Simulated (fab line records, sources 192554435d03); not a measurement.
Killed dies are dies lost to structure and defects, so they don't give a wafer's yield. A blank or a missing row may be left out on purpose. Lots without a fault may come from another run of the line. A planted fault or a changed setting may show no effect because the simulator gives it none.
Chamber matching | flow n5_finfet | N5_BEOL_M11_DEP_56 on pecvd-02: 3 sister chambers
The step deposits SiCN from 3MS/NH3, target thk 30 nm, time 10.5 s. 3 wafers are shown with their chamber, then 7 later ones without.

WAFERS WITH THEIR CHAMBER
wafer  | chamber | throttle_valve_pct (%)
L085.5 | 0       | 19.0
L091.6 | 2       | 16.3
L093.4 | 1       | 17.8

WAFERS WITHOUT THEIR CHAMBER
wafer  | throttle_valve_pct (%)
L093.6 | 19.0
L094.2 | 16.6
L094.4 | 17.9
L094.5 | 16.4
L095.3 | 18.8
L095.5 | 18.1
L095.6 | 19.0

WHICH CHAMBER EACH WENT THROUGH
wafer  | from the rows above | in truth
L093.6 | 0                   | 0
L094.2 | 2                   | 2
L094.4 | 1                   | 1
L094.5 | 2                   | 2
L095.3 | 0                   | 0
L095.5 | 1                   | 1
L095.6 | 0                   | 0
Placed correctly: 7 of 7. Can't be placed from these rows: 0. Placed wrongly: 0.
How it was worked out, from the rows above alone: a wafer's distance from a chamber is the root of the sum, over the readings, of the square of ((its reading less the chamber's mean) divided by the reading's scatter). The wafer belongs to the nearest chamber; if the next one is less than 2 further off, it can't be placed. A chamber's mean is the mean of its shown wafers. The scatter: with one shown wafer a chamber, the root of the mean of the squares of how far each hidden wafer lies from its nearest shown one.
